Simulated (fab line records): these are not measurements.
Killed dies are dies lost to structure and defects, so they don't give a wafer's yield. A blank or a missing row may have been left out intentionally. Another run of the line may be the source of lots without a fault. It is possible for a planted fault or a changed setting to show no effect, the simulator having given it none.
Chamber matching ; flow nandHarc ; NHARC_P_M0_DEP_32 on pecvd-03 has 3 sister chambers
The step deposits SiCN, target thk 30 nm. 3 wafers are shown with their chamber, then 10 later ones without.

== WAFERS, EACH WITH ITS CHAMBER ==
wafer;chamber;heaterPowerW (W)
L085.5;2;616
L089.2;1;562
L089.3;0;592

== WAFERS WHOSE CHAMBER IS MISSING ==
wafer;heaterPowerW (W)
L089.4;590
L090.3;587
L090.4;495
L090.5;605
L094.2;606
L094.3;549
L094.5;569
L096.1;578
L096.3;588
L096.5;588

== EACH ONE'S CHAMBER ==
wafer;from the rows above;in truth
L089.4;can't be placed: 0 or 2 or 1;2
L090.3;can't be placed: 0 or 1 or 2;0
L090.4;can't be placed: 1 or 0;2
L090.5;can't be placed: 2 or 0 or 1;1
L094.2;can't be placed: 2 or 0 or 1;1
L094.3;can't be placed: 1 or 0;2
L094.5;can't be placed: 1 or 0 or 2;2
L096.1;can't be placed: 0 or 1 or 2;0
L096.3;can't be placed: 0 or 1 or 2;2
L096.5;can't be placed: 0 or 1 or 2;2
Correct placement for 0 of the 10. Not placeable from these rows: 10 (in 8, the candidates include the true chamber). 0 placed wrongly.
How it was worked out, from the rows above alone: a wafer's distance from a chamber is the root of the sum, over the readings, of the square of ((its reading less the chamber's mean) divided by the reading's scatter). If the next closest chamber is less than 2 further off than the closest, the wafer can't be placed; otherwise it belongs to the closest. A chamber's mean is the mean of its shown wafers. The scatter: root of mean squared gap, hidden wafer to nearest shown wafer, with one shown wafer a chamber.
